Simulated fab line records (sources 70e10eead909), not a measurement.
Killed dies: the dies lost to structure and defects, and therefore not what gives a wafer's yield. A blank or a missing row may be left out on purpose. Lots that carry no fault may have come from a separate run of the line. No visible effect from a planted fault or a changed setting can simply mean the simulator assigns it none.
fab line records	flow nand-harc
[record] lots = 13	wafers = 39	last-day = 34
route steps=1302 shown A_STAIRCASE@877 A_SGD_CUT@905 END@1302
lots untouched by any fault: they come from a run of this same line in which no faults occurred
start-h: start of the lot's first displayed wafer, in hours after the record's first day	wait-h: how many hours have passed since the lot's step before this one	" same as the row above	L1.1+2: several wafers, shown together as one row	- no value, or no start given	* or withheld: withheld	< > ~ a bound
route shown NAME@n: names a module that has steps shown in the file, with the first one's number in the route	usual: mean/standard deviation taken from wafers without a fault	same: alike in all rows	chamber/n: place in a boat	sites: each site's reading	_std_site: standard deviation of those values	_edge_site: outer sites' mean less inner sites'	radius-mm: how far each site lies from the wafer's centre	mask NAME#n: copy n	behind: the last tool/chamber to shape the wafer	hold: what put the lot on hold/how long, in hours/how the hold closed	device: which transistor (n, p or np) failed to switch	end of line: the tests these same wafers got at the end of their route	a step given without rows: its recipe and nothing more	killed: at the first sort, the dies lost to defects and structure; wafer yield is something else	map: shows each die of a wafer: x if killed, . if not, _ if none is there
set.NAME: the run value of the setting; set.NAME@STEP: its run value at that earlier step	model.NAME: the simulator's own value behind a step, which no gauge read
steps of the route over a sample of lots; a table a step, a row a wafer
services: from which hour (start-h, from the record's first day; less than 0 if before it) a tool's chamber was out of use, for how many hours, and why
[[steps]]
[step NHARC_A_STAIRCASE_CMP_152]
[usual] motor-current-A = 12.7/1.2
lot.wafer	tool	chamber	start-h	wait-h	motor-current-A
L655.4	cmp-03	2	446.05	0.1	11.5
L655.3	"	0	"	"	12.5
L655.6	"	2	"	"	11.3
L657.1	cmp-02	3	454.22	0.1	12.7
L657.4	"	0	"	"	12.5
L657.6	"	2	"	"	15.0
L665.3	cmp-01	0	535.28	0.1	11.3
L665.1	"	1	"	"	12.0
L665.6	"	0	"	"	12.3
L667.4	cmp-01	0	560.43	0.1	11.8
L667.2	"	3	"	"	13.5
L667.6	"	1	"	"	12.5
L670.4	cmp-02	0	578.68	0.1	11.5
L670.2	"	1	"	"	12.5
L670.3	"	2	"	"	15.0
L671.4	cmp-02	0	606.80	0.1	12.3
L671.3	"	1	"	"	12.5
L671.2	"	2	"	"	14.7
L672.4	cmp-03	1	616.15	0.1	13.4
L672.2	"	2	"	"	11.6
L672.5	"	2	"	"	11.5
L673.3	cmp-03	2	622.33	0.1	11.4
L673.1	"	1	"	"	13.6
L673.6	"	3	"	"	14.8
L675.1	cmp-01	1	653.87	0.1	12.7
L675.2	"	3	"	"	13.4
L675.4	"	0	"	"	12.7
L674.1	cmp-02	2	654.15	0.1	14.2
L674.4	"	3	"	"	13.1
L674.6	"	1	"	"	12.0
L676.1	cmp-02	3	654.35	0.1	13.9
L676.3	"	1	"	"	12.0
L676.5	"	3	"	"	13.6
L678.4	cmp-03	0	672.76	0.1	11.8
L678.1	"	2	"	"	12.1
L678.5	"	0	"	"	11.5
L677.2	cmp-01	3	673.04	0.1	13.0
L677.5	"	2	"	"	10.8
L677.6	"	3	"	"	13.5
[step NHARC_A_STAIRCASE_ETCHBACK_422]
[recipe] target-depth-a = 400	over-etch-frac = 0.3	time-s = 74.286	ion-energy-ev = 120	ch3f-flow-sccm = 50	o2-flow-sccm = 30	ar-flow-sccm = 200	rf-w = 500	bias-w = 100	chemistry = CH3F/O2
[usual] drypump-motor-current-A = 5.8/0.55	oes-product-au = 0.96/0.037	rf-vpp-V = 244.2/1.7	showerhead-plenum-p-Torr = 2.44/0.11	throttle-valve-pct = 20.664/0.0091
[same] over-etch-frac = 0.3	time-s = 74.286
lot.wafer	tool	chamber	start-h	wait-h	drypump-motor-current-A	oes-product-au	rf-hours-counter-h	rf-vpp-V	showerhead-plenum-p-Torr	throttle-valve-pct
L655.3	rie-diel-02	3	446.51	0.1	5.4	1.00	11	245.6	2.43	20.665
L655.4	"	1	"	"	5.7	1.00	10	243.5	2.37	20.678
L655.6	"	3	"	"	5.4	1.00	-	244.6	2.43	20.663
L657.4	rie-diel-04	2	454.67	0.1	6.3	0.99	30	242.9	2.37	20.659
L657.1	"	3	"	"	6.0	0.99	29	244.2	2.39	20.655
L657.6	"	1	"	"	6.8	0.98	-	246.5	2.53	20.652
L665.3	rie-diel-07	1	535.74	0.1	6.1	0.91	18	247.1	2.61	20.650
L665.1	"	3	"	"	5.1	0.92	18	242.9	2.37	20.664
L665.6	"	0	"	"	6.1	0.92	-	244.4	2.48	20.650
L667.4	rie-diel-02	3	560.90	0.1	5.4	0.91	56	244.9	2.41	20.649
L667.2	"	2	"	"	5.4	0.91	50	241.8	2.30	20.666
L667.6	"	0	"	"	4.9	0.92	-	247.5	2.64	20.665
L670.2	rie-diel-04	2	579.17	0.2	6.4	1.01	14	243.1	2.35	20.671
L670.3	"	3	"	"	6.0	1.01	10	241.9	2.38	20.655
L670.4	"	1	"	"	6.7	1.00	14	247.2	2.51	20.673
L671.2	rie-diel-04	2	607.25	0.1	6.4	1.01	21	243.2	2.35	20.670
L671.3	"	0	"	"	6.1	1.00	20	247.6	2.65	20.663
L671.4	"	1	"	"	6.8	1.00	23	245.9	2.51	20.664
L672.2	rie-diel-02	3	616.61	0.1	5.4	0.98	13	242.9	2.40	20.664
L672.4	"	0	"	"	4.9	0.98	15	246.8	2.63	20.672
L672.5	"	3	"	"	5.4	0.99	-	243.8	2.40	20.665
L673.1	rie-diel-02	1	622.79	0.1	5.7	1.01	16	241.9	2.35	20.659
L673.3	"	3	"	"	5.4	1.01	14	243.8	2.40	20.672
L673.6	"	1	"	"	5.7	1.01	-	243.4	2.35	20.662
L675.1	rie-diel-02	3	654.35	0.1	5.4	0.92	24	243.3	2.40	20.665
L675.2	"	0	"	"	4.9	0.94	28	247.1	2.63	20.663
L675.4	"	1	"	"	5.7	0.93	28	242.5	2.34	20.660
L674.4	rie-diel-02	3	654.62	0.2	5.4	0.92	24	243.8	2.40	20.652
L674.1	"	0	"	"	4.9	0.93	28	245.8	2.63	20.674
L674.6	"	1	"	"	5.7	0.93	-	242.1	2.34	20.657
L676.1	rie-diel-02	0	654.83	0.2	4.9	0.93	29	247.0	2.63	20.660
L676.3	"	3	"	"	5.4	0.93	24	243.3	2.40	20.666
L676.5	"	1	"	"	5.7	0.93	-	240.7	2.34	20.666
L678.1	rie-diel-02	1	673.23	0.2	5.6	1.00	34	242.3	2.34	20.665
L678.4	"	2	"	"	5.4	0.98	29	242.8	2.29	20.674
L678.5	"	3	"	"	5.4	1.00	-	243.7	2.40	20.672
L677.2	rie-diel-07	1	673.50	0.1	6.1	1.00	6	246.5	2.59	20.669
L677.5	"	0	"	"	6.0	0.99	-	244.5	2.47	20.666
L677.6	"	1	"	"	6.1	0.99	-	245.7	2.59	20.655
[step NHARC_A_SGD_CUT_ETCH_58]
[recipe] target-depth-a = 390	over-etch-frac = 0.3	time-s = 65	ion-energy-ev = 80	cf4-flow-sccm = 150	ar-flow-sccm = 0	rf-w = 300	bias-w = 100	chemistry = CF4
[usual] drypump-motor-current-A = 5.8/0.35	oes-product-au = 1.000/0.0068	rf-fwd-power-W = 297.8/1.1	rf-vpp-V = 150.9/1.2	showerhead-plenum-p-Torr = 1.75/0.073	throttle-valve-pct = 13.285/0.0087
[same] over-etch-frac = 0.3	time-s = 65
lot.wafer	tool	chamber	start-h	wait-h	drypump-motor-current-A	oes-product-au	rf-fwd-power-W	rf-hours-counter-h	rf-vpp-V	showerhead-plenum-p-Torr	throttle-valve-pct
L655.3	rie-diel-05	3	448.70	0.1	5.8	1.007	297.3	1	153.3	1.90	13.289
L655.4	"	1	"	"	5.8	0.997	297.6	2	151.5	1.69	13.303
L655.6	"	3	"	"	5.8	1.000	296.6	-	152.4	1.90	13.293
L657.1	rie-diel-08	0	457.03	0.1	6.4	1.011	297.5	3	151.6	1.83	13.276
L657.4	"	3	"	"	5.6	1.001	298.6	3	152.3	1.79	13.282
L657.6	"	0	"	"	6.4	1.008	297.9	-	150.9	1.83	13.278
L665.3	rie-diel-13	1	538.09	0.1	5.0	1.004	300.0	1	151.2	1.73	13.281
L665.1	"	0	"	"	6.3	0.748	176.5	1	151.0	1.68	13.288
L665.6	"	2	"	"	5.6	0.987	298.0	-	148.4	1.68	13.280
L667.2	rie-diel-13	0	563.13	0.1	6.3	0.754	177.1	3	150.4	1.68	13.291
L667.4	"	1	"	"	5.1	1.006	298.3	3	150.2	1.73	13.275
L667.6	"	3	"	"	5.4	1.010	297.2	-	152.2	1.84	13.286
L670.3	rie-diel-08	0	581.42	0.1	6.4	1.000	297.3	1	152.7	1.83	13.285
L670.2	"	2	"	"	5.8	0.995	297.9	1	152.3	1.79	13.287
L670.4	"	3	"	"	5.6	1.002	299.9	2	151.9	1.78	13.286
L671.2	rie-diel-05	1	609.44	0.1	5.9	0.994	298.4	0	150.4	1.69	13.285
L671.4	"	3	"	"	5.8	0.998	297.9	0	152.9	1.89	13.272
L671.3	"	0	"	"	5.7	1.007	297.1	0	150.2	1.66	13.302
L672.4	rie-diel-08	1	618.94	0.1	6.2	1.001	296.1	4	150.4	1.74	13.302
L672.2	"	2	"	"	5.8	1.002	299.1	4	151.1	1.79	13.301
L672.5	"	3	"	"	5.6	1.008	297.5	-	151.9	1.78	13.268
L673.3	rie-diel-05	3	625.31	0.1	5.8	1.006	298.9	2	152.0	1.89	13.281
L673.1	"	2	"	"	5.9	1.011	297.7	1	149.0	1.66	13.277
L673.6	"	3	"	"	5.8	1.008	298.9	-	152.5	1.89	13.295
L675.4	rie-diel-13	3	656.69	0.1	5.4	1.001	297.5	10	152.3	1.84	13.285
L675.1	"	1	"	"	5.1	1.008	299.2	10	150.7	1.73	13.266
L675.2	"	2	"	"	5.6	0.998	297.1	10	150.9	1.68	13.282
L674.4	rie-diel-05	3	657.03	0.1	5.8	1.000	296.8	4	153.3	1.89	13.284
L674.1	"	0	"	"	5.7	0.996	297.3	3	149.7	1.66	13.277
L674.6	"	0	"	"	5.7	0.998	297.7	-	149.9	1.66	13.290
L676.1	rie-diel-08	3	657.19	0.1	5.6	0.996	299.1	5	152.4	1.78	13.285
L676.3	"	0	"	"	6.4	0.992	298.0	4	151.7	1.83	13.300
L676.5	"	3	"	"	5.6	0.990	298.3	-	149.8	1.78	13.291
L678.4	rie-diel-13	3	675.57	0.1	5.4	0.984	296.2	13	152.2	1.84	13.302
L678.1	"	0	"	"	6.3	0.998	295.5	12	149.0	1.68	13.293
L678.5	"	3	"	"	5.4	0.992	296.5	-	151.5	1.84	13.297
L677.2	rie-diel-08	2	675.80	0.1	5.8	1.004	298.6	6	150.7	1.79	13.290
L677.6	"	2	"	"	5.8	0.998	299.7	-	151.3	1.79	13.280
L677.5	"	3	"	"	5.6	0.993	298.3	-	151.3	1.78	13.290
[step NHARC_END_SORT_01]
[recipe] temp-c = 25
[usual] killed-at-array = 53/21	killed-at-other = 1.0/1.3	killed-at-periphery = 3.8/2.4	killed-dies = 58/21	killed-open = 3.4/1.9	killed-short = 2.4/1.5
[same] gross-dies = 677
lot.wafer	tool	chamber	start-h	wait-h	killed-at-array	killed-at-other	killed-at-periphery	killed-dies	killed-open	killed-short
L665.1	prober-02	0	677.03	2.5	674	1	2	677	2	3
L665.3	prober-02	0	678.64	3.1	56	1	0	57	3	4
L665.6	prober-02	0	681.05	4.0	74	2	3	79	1	3
L667.2	prober-02	0	692.30	2.8	668	0	9	677	1	2
L667.4	prober-02	0	693.89	3.4	65	0	5	70	1	4
L667.6	prober-02	0	695.47	4.0	51	2	5	58	4	0
L670.2	prober-01	0	720.07	2.8	25	0	3	28	1	2
// killed by level:class
L665.1 A_SGD_CUT:area-etch=627 A_SLIT:chamber-film-flake=18 A_CHANNEL_HOLE_D1:chamber-film-flake=16 A_WL_FILL:chamber-film-flake=2 A_M1:chamber-film-flake=2 P_CONTACT:geometric-particle:open=1 A_ONON_D1:geometric-particle:short=1 A_DECK1_JOINT:geometric-particle:short=1
L665.3 A_SLIT:chamber-film-flake=23 A_CHANNEL_HOLE_D1:chamber-film-flake=16 A_CONTACT:chamber-film-flake=6 A_ONON_D1:geometric-particle:short=1 A_CHANNEL_FILL_D1:geometric-particle:short=1 A_ONON_D2:geometric-particle:open=1 A_SGD_CUT:geometric-particle:open=1 A_WL_FILL:geometric-particle:short=1
L665.6 A_CHANNEL_HOLE_D1:chamber-film-flake=36 A_SLIT:chamber-film-flake=24 A_CONTACT:chamber-film-flake=5 A_M0:geometric-particle:short=2 A_DECK1_JOINT:chamber-film-flake=2 A_STAIRCASE:chamber-film-flake=2 A_SGD_CUT:chamber-film-flake=2 THIN_TSV:chamber-film-flake=2
L667.2 A_SGD_CUT:area-etch=612 A_SLIT:chamber-film-flake=21 A_CHANNEL_HOLE_D2:chamber-film-flake=9 A_STAIRCASE:chamber-film-flake=9 P_BONDPAD:chamber-film-flake=5 A_CHANNEL_HOLE_D1:chamber-film-flake=5 A_CONTACT:chamber-film-flake=3 P_M1:chamber-film-flake=2
L667.4 A_SLIT:chamber-film-flake=22 A_CHANNEL_HOLE_D2:chamber-film-flake=11 A_STAIRCASE:chamber-film-flake=10 A_CHANNEL_HOLE_D1:chamber-film-flake=5 A_CHANNEL_FILL_D1:chamber-film-flake=3 A_WL_FILL:chamber-film-flake=3 A_CONTACT:chamber-film-flake=3 P_ZERO_WELL:chamber-film-flake=2
L667.6 A_SLIT:chamber-film-flake=16 A_STAIRCASE:chamber-film-flake=10 A_CHANNEL_HOLE_D2:chamber-film-flake=9 A_CHANNEL_HOLE_D1:chamber-film-flake=6 P_BONDPAD:chamber-film-flake=3 A_CONTACT:chamber-film-flake=3 A_BONDPAD:chamber-film-flake=3 A_ONON_D2:geometric-particle:open=2
L670.2 A_CHANNEL_HOLE_D1:chamber-film-flake=11 A_CONTACT:chamber-film-flake=4 A_SLIT:chamber-film-flake=3 A_STAIRCASE:chamber-film-flake=2 P_M0:geometric-particle:open=1 A_CHANNEL_HOLE_D2:geometric-particle:short=1 A_WL_FILL:geometric-particle:short=1 P_ZERO_WELL:chamber-film-flake=1
[[services]]
tool	chamber	start-h	hours	kind
cmp-02	-	428.50	4.0	pm
cmp-03	-	456.05	4.0	pm
rie-diel-05	1	469.98	13.7	repair
rie-diel-13	1	474.49	11.5	repair
cmp-03	-	476.77	1.2	repair
rie-diel-13	0	477.69	4.0	repair
rie-diel-02	1	479.20	9.0	repair
rie-diel-08	2	479.49	14.5	repair
cmp-01	-	479.50	4.0	pm
rie-diel-08	2	495.37	6.9	repair
rie-diel-13	-	512.85	0.2	repair
rie-diel-13	-	519.00	9.0	pm
cmp-01	-	524.80	1.7	repair
cmp-02	-	526.50	4.0	pm
cmp-01	-	533.99	0.5	repair
cmp-01	-	541.80	0.3	repair
rie-diel-02	2	543.98	5.1	repair
rie-diel-08	-	544.80	9.0	pm
rie-diel-02	-	570.99	9.0	pm
rie-diel-08	2	572.35	2.8	repair
cmp-02	-	591.66	6.1	repair
rie-diel-02	3	618.59	2.6	repair
cmp-02	-	624.50	4.0	pm
rie-diel-08	2	627.86	6.2	repair
[[key]]
[first-sign] step = NHARC_A_SGD_CUT_ETCH_58	reading = rf-fwd-power-W	direction = down	sigmas = 99+	usual = *	struck = *
[effect] step = NHARC_A_SGD_CUT_ETCH_58	reading = oes-product-au	direction = down	sigmas = 36	usual = 1.000	struck = 0.751
[effect] step = NHARC_END_SORT_01	reading = killed-dies	direction = up	sigmas = 30	usual = 58	struck = 677
[more-kills-born-at] NHARC_A_SGD_CUT_ETCH_58@rie-diel-13 = 1239
met-at NHARC_A_SGD_CUT_ETCH_58
struck-lots L665,L667
struck-wafers L665.1,L667.2
later-rows-left-out L665.1,L667.2
tester-left-out L665,L667
not-acting-at NHARC_A_STAIRCASE_CMP_152,NHARC_A_STAIRCASE_ETCHBACK_422
[fault] kind = process-parameter-drift	tool = rie-diel-13	chamber = 0	onset-h = 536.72	steps = NHARC_A_SGD_CUT_ETCH_58	channel = rf-w	offset = *	shape = step	end-h = 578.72	acts-in = *	stated = *
// tester-left-out: of these lots the tester's yield and bins aren't shown, on N5 and GAA mostly nor the transistor test; their killed dies are dies lost to structure and defects alone, not to doping, threshold or leakage, so they don't give the yield
// later-rows-left-out: the simulator's readings of these wafers behind a module that went badly wrong aren't trusted and aren't shown, but for the sort
